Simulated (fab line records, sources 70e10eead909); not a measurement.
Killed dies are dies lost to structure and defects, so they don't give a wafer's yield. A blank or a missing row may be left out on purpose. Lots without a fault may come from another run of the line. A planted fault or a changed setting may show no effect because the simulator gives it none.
Which tool did it? | flow nand_harc | 24 lots, 72 wafers sampled, at 4 steps of a route of 1302

WHAT THE GAUGES READ, wafer by wafer
NHARC_A_SGD_CUT_INSPECT_11.
lot  | measured     | on                | raw_defect_count
L074 | day 19 06:23 | defect_inspect-02 | 111 121 86
L076 | day 19 21:50 | defect_inspect-01 | 58 65 71
L075 | day 19 21:52 | defect_inspect-02 | 106 129 135
L077 | day 20 02:38 | defect_inspect-01 | 63 67 59
L078 | day 20 19:07 | defect_inspect-02 | 54 57 75
L080 | day 21 09:32 | defect_inspect-01 | 66 59 76
L079 | day 21 08:41 | defect_inspect-02 | 90 78 67
L081 | day 22 03:25 | defect_inspect-01 | 87 44 52
L082 | day 23 02:58 | defect_inspect-02 | 32 32 32
L083 | day 23 18:28 | defect_inspect-01 | 80 84 85
L086 | day 23 19:20 | defect_inspect-02 | 20 41 33
L085 | day 23 18:41 | defect_inspect-02 | 67 61 63
L084 | day 24 00:38 | defect_inspect-01 | 62 56 59
L087 | day 24 11:25 | defect_inspect-02 | 11 15 15
L088 | day 25 06:54 | defect_inspect-02 | 45 45 46
L091 | day 25 20:13 | defect_inspect-02 | 51 54 45
L089 | day 26 07:34 | defect_inspect-02 | 53 60 45
L090 | day 26 07:22 | defect_inspect-02 | 65 68 52
L092 | day 26 11:13 | defect_inspect-02 | 71 52 48
L093 | day 27 04:09 | defect_inspect-01 | 38 28 19
L094 | day 27 11:29 | defect_inspect-02 | 72 67 66
L096 | day 28 03:58 | defect_inspect-01 | 88 85 91
L095 | day 28 05:04 | defect_inspect-01 | 10 10 12
L097 | day 28 18:29 | defect_inspect-02 | 11 20 12

WHICH TOOL RAN EACH LOT (tool, then ch and the chambers of the sampled wafers, then the start)
lot  | NHARC_A_STAIRCASE_STRIP_316                   | NHARC_A_STAIRCASE_CMP_450     | NHARC_A_STAIRCASE_STRIP_475
L074 | rie_diel-08 ch 1,2, day 19 03:34 or earlier   | cmp-01 ch 0,1,3, day 19 03:34 | rie_diel-10 ch 0,2,3, day 19 06:23 or earlier
L076 | rie_diel-03 ch 2,3, day 19 19:04 or earlier   | cmp-04 ch 1,2,3, day 19 19:04 | rie_diel-08 ch 1,3, day 19 21:50 or earlier
L075 | rie_diel-03 ch 0,2,3, day 19 19:12 or earlier | cmp-01 ch 0,2,3, day 19 19:12 | rie_diel-08 ch 2,3, day 19 21:52 or earlier
L077 | rie_diel-10 ch 0,1,3, day 19 23:57 or earlier | cmp-02 ch 0,3, day 19 23:57   | rie_diel-10 ch 0,1, day 20 02:38 or earlier
L078 | rie_diel-08 ch 0,1,2, day 20 16:25 or earlier | cmp-04 ch 0,2, day 20 16:25   | rie_diel-08 ch 0,1,3, day 20 19:07 or earlier
L080 | rie_diel-10 ch 0,1,3, day 21 06:51 or earlier | cmp-04 ch 0,2,3, day 21 06:51 | rie_diel-08 ch 0,2, day 21 09:32 or earlier
L079 | rie_diel-03 ch 1,2, day 21 06:05 or earlier   | cmp-02 ch 0,1, day 21 06:05   | rie_diel-10 ch 1,2,3, day 21 08:41 or earlier
L081 | rie_diel-08 ch 0,2,3, day 20 02:27            | cmp-01 ch 0,1,3, day 22 00:42 | rie_diel-10 ch 0,1,2, day 22 03:25 or earlier
L082 | rie_diel-10 ch 0,1, day 23 00:08 or earlier   | cmp-04 ch 1,2,3, day 23 00:08 | rie_diel-08 ch 0,1,2, day 23 02:58 or earlier
L083 | rie_diel-03 ch 0,1,2, day 23 15:50 or earlier | cmp-01 ch 0,1,3, day 23 15:50 | rie_diel-08 ch 0,2,3, day 23 18:28 or earlier
L086 | rie_diel-03 ch 0,1,3, day 23 16:39 or earlier | cmp-04 ch 0,1,3, day 23 16:39 | rie_diel-08 ch 0,2,3, day 23 19:20 or earlier
L085 | rie_diel-03 ch 0,1,2, day 23 15:59 or earlier | cmp-04 ch 0,2,3, day 23 15:59 | rie_diel-03 ch 1,3, day 23 18:41 or earlier
L084 | rie_diel-03 ch 0,3, day 23 21:55 or earlier   | cmp-02 ch 0,2,3, day 23 21:55 | rie_diel-10 ch 1,2,3, day 24 00:38 or earlier
L087 | rie_diel-08 ch 0,1,3, day 24 08:43 or earlier | cmp-02 ch 2,3, day 24 08:43   | rie_diel-03 ch 1,2,3, day 24 11:25 or earlier
L088 | rie_diel-08 ch 0,2, day 25 04:11 or earlier   | cmp-04 ch 1,2,3, day 25 04:11 | rie_diel-08 ch 0,3, day 25 06:54 or earlier
L091 | rie_diel-10 ch 0,2,3, day 25 17:32 or earlier | cmp-01 ch 2,3, day 25 17:32   | rie_diel-08 ch 0,3, day 25 20:13 or earlier
L089 | rie_diel-10 ch 0,3, day 26 04:35 or earlier   | cmp-01 ch 1,2,3, day 26 04:35 | rie_diel-03 ch 0,1,3, day 26 05:56
L090 | rie_diel-03 ch 0,1,2, day 26 04:18 or earlier | cmp-02 ch 1,3, day 26 04:18   | rie_diel-03 ch 1,3, day 26 05:39
L092 | rie_diel-10 ch 0,1,3, day 26 08:25 or earlier | cmp-01 ch 2,3, day 26 08:25   | rie_diel-03 ch 0,3, day 26 09:34
L093 | rie_diel-08 ch 0,1,3, day 27 01:35 or earlier | cmp-04 ch 0,1,2, day 27 01:35 | rie_diel-03 ch 0,1,3, day 27 04:09 or earlier
L094 | rie_diel-08 ch 0,1, day 27 08:54 or earlier   | cmp-01 ch 0,2,3, day 27 08:54 | rie_diel-03 ch 0,1, day 27 11:29 or earlier
L096 | rie_diel-03 ch 1,3, day 28 01:16 or earlier   | cmp-02 ch 0,2,3, day 28 01:16 | rie_diel-10 ch 0,1, day 28 03:58 or earlier
L095 | rie_diel-08 ch 0,3, day 28 02:32 or earlier   | cmp-02 ch 0,2,3, day 28 02:32 | rie_diel-08 ch 0,1,3, day 28 05:04 or earlier
L097 | rie_diel-08 ch 0,2,3, day 28 15:47 or earlier | cmp-04 ch 0,1,2, day 28 15:47 | rie_diel-03 ch 0,2, day 28 18:29 or earlier
- NHARC_A_STAIRCASE_STRIP_316: strips in O2.
- NHARC_A_STAIRCASE_CMP_450: polishes SiO2, target thk 200 nm.
- NHARC_A_STAIRCASE_STRIP_475: strips in O2, time 20 s.

WHAT THE TOOLS THEMSELVES READ (means of the sampled wafers that have a number; where no wafer has one, the mark that the record gives instead)
NHARC_A_STAIRCASE_STRIP_316.
lot  | tool        | drypump_motor_current_A (A) | oes_product_au (a.u.) | rf_vpp_V (V) | showerhead_plenum_p_Torr (Torr) | throttle_valve_pct (%)
L074 | rie_diel-08 | 5.8                         | 1.005                 | 58.2         | 3.65                            | 17.037
L076 | rie_diel-03 | 5.6                         | 0.977                 | 57.6         | 3.44                            | 17.040
L075 | rie_diel-03 | 5.6                         | 0.989                 | 57.7         | 3.50                            | 17.039
L077 | rie_diel-10 | 5.6                         | 1.002                 | 57.6         | 3.34                            | 17.046
L078 | rie_diel-08 | 5.8                         | 1.003                 | 58.4         | 3.65                            | 17.031
L080 | rie_diel-10 | 5.6                         | 1.003                 | 57.2         | 3.52                            | 17.033
L079 | rie_diel-03 | 6.1                         | 0.987                 | 56.9         | 3.30                            | 17.040
L081 | rie_diel-08 | 6.0                         | 1.015                 | 58.2         | 3.54                            | 17.029
L082 | rie_diel-10 | 5.5                         | 0.992                 | 57.4         | 3.39                            | 17.037
L083 | rie_diel-03 | 5.8                         | 0.993                 | 57.9         | 3.60                            | 17.028
L086 | rie_diel-03 | 5.8                         | 0.994                 | 57.5         | 3.51                            | 17.033
L085 | rie_diel-03 | 5.8                         | 1.002                 | 58.5         | 3.60                            | 17.039
L084 | rie_diel-03 | 5.6                         | 0.995                 | 57.8         | 3.57                            | 17.036
L087 | rie_diel-08 | 6.0                         | 1.000                 | 58.1         | 3.52                            | 17.035
L088 | rie_diel-08 | 5.8                         | 1.004                 | 57.7         | 3.64                            | 17.029
L091 | rie_diel-10 | 5.3                         | 0.997                 | 57.7         | 3.57                            | 17.030
L089 | rie_diel-10 | 5.4                         | 0.997                 | 58.3         | 3.66                            | 17.038
L090 | rie_diel-03 | 5.8                         | 0.994                 | 57.4         | 3.59                            | 17.042
L092 | rie_diel-10 | 5.6                         | 1.002                 | 57.4         | 3.50                            | 17.035
L093 | rie_diel-08 | 6.0                         | 1.008                 | 57.9         | 3.69                            | 17.049
L094 | rie_diel-08 | 5.9                         | 0.996                 | 57.9         | 3.62                            | 17.037
L096 | rie_diel-03 | 5.8                         | 0.998                 | 57.2         | 3.42                            | 17.035
L095 | rie_diel-08 | 6.2                         | 1.023                 | 57.8         | 3.75                            | 17.030
L097 | rie_diel-08 | 6.0                         | 1.000                 | 57.9         | 3.69                            | 17.043

NHARC_A_STAIRCASE_CMP_450.
lot  | tool   | motor_current_A (A)
L074 | cmp-01 | 11.6
L076 | cmp-04 | 11.9
L075 | cmp-01 | 12.0
L077 | cmp-02 | 11.4
L078 | cmp-04 | 12.3
L080 | cmp-04 | 12.3
L079 | cmp-02 | 12.2
L081 | cmp-01 | 11.4
L082 | cmp-04 | 11.7
L083 | cmp-01 | 11.4
L086 | cmp-04 | 13.0
L085 | cmp-04 | 12.7
L084 | cmp-02 | 11.2
L087 | cmp-02 | 11.2
L088 | cmp-04 | 12.2
L091 | cmp-01 | 12.5
L089 | cmp-01 | 12.1
L090 | cmp-02 | 12.2
L092 | cmp-01 | 12.2
L093 | cmp-04 | 12.4
L094 | cmp-01 | 12.2
L096 | cmp-02 | 11.5
L095 | cmp-02 | 11.3
L097 | cmp-04 | 12.7

NHARC_A_STAIRCASE_STRIP_475.
lot  | tool        | drypump_motor_current_A (A) | oes_product_au (a.u.) | rf_vpp_V (V) | showerhead_plenum_p_Torr (Torr) | throttle_valve_pct (%)
L074 | rie_diel-10 | 5.3                         | 0.994                 | 58.3         | 3.59                            | 17.040
L076 | rie_diel-08 | 6.0                         | 1.002                 | 56.9         | 3.52                            | 17.042
L075 | rie_diel-08 | 6.1                         | 1.012                 | 57.9         | 3.42                            | 17.035
L077 | rie_diel-10 | 5.8                         | 0.998                 | 57.5         | 3.36                            | 17.035
L078 | rie_diel-08 | 6.0                         | 1.000                 | 58.0         | 3.53                            | 17.029
L080 | rie_diel-08 | 5.8                         | 1.010                 | 58.1         | 3.65                            | 17.032
L079 | rie_diel-10 | 5.5                         | 0.992                 | 57.3         | 3.54                            | 17.038
L081 | rie_diel-10 | 5.5                         | 1.000                 | 57.9         | 3.42                            | 17.039
L082 | rie_diel-08 | 5.8                         | 1.003                 | 58.3         | 3.63                            | 17.033
L083 | rie_diel-08 | 6.0                         | 1.014                 | 58.0         | 3.52                            | 17.029
L086 | rie_diel-08 | 6.0                         | 1.010                 | 57.0         | 3.52                            | 17.038
L085 | rie_diel-03 | 6.1                         | 0.991                 | 57.1         | 3.37                            | 17.043
L084 | rie_diel-10 | 5.5                         | 0.998                 | 57.7         | 3.53                            | 17.031
L087 | rie_diel-03 | 5.9                         | 0.997                 | 58.1         | 3.53                            | 17.043
L088 | rie_diel-08 | 6.2                         | 1.012                 | 57.6         | 3.75                            | 17.041
L091 | rie_diel-08 | 6.0                         | 1.008                 | 57.8         | 3.69                            | 17.037
L089 | rie_diel-03 | 5.8                         | 1.003                 | 56.7         | 3.49                            | 17.040
L090 | rie_diel-03 | 6.1                         | 0.991                 | 57.0         | 3.36                            | 17.037
L092 | rie_diel-03 | 5.6                         | 1.004                 | 57.6         | 3.55                            | 17.037
L093 | rie_diel-03 | 5.8                         | 1.005                 | 58.0         | 3.48                            | 17.037
L094 | rie_diel-03 | 5.8                         | 0.998                 | 57.5         | 3.54                            | 17.038
L096 | rie_diel-10 | 5.5                         | 1.003                 | 57.5         | 3.36                            | 17.040
L095 | rie_diel-08 | 6.0                         | 1.012                 | 58.1         | 3.67                            | 17.036
L097 | rie_diel-03 | 5.7                         | 0.991                 | 59.0         | 3.74                            | 17.043

THE ANSWER, worked out from the rows above alone
Rule: what is usual is taken from the lots themselves. Put in order of their means at a reading, lots are off if they are a third of the lots or fewer, leave a main group of 4 or more, and stand apart from it by a gap of 3 or more times the standard deviation of the main group's means; of several such gaps the widest counts. A main group whose means are all the same, to the digits that the tables above print for the reading, isn't used. A lot without any number at a reading at which 4 lots or more have one is off too. The other lots that the step has rows for count as sound. The gauges are gone through in route order, then the tools' own readings, and for those a lot's mean is taken as printed above. The first step at which some lot is off is used, and at that step the reading that is off furthest; a lot without a number counts as furthest.
No lot is off at any reading shown: from this, nothing can be told.

WHAT THE SIMULATOR HAD PUT IN
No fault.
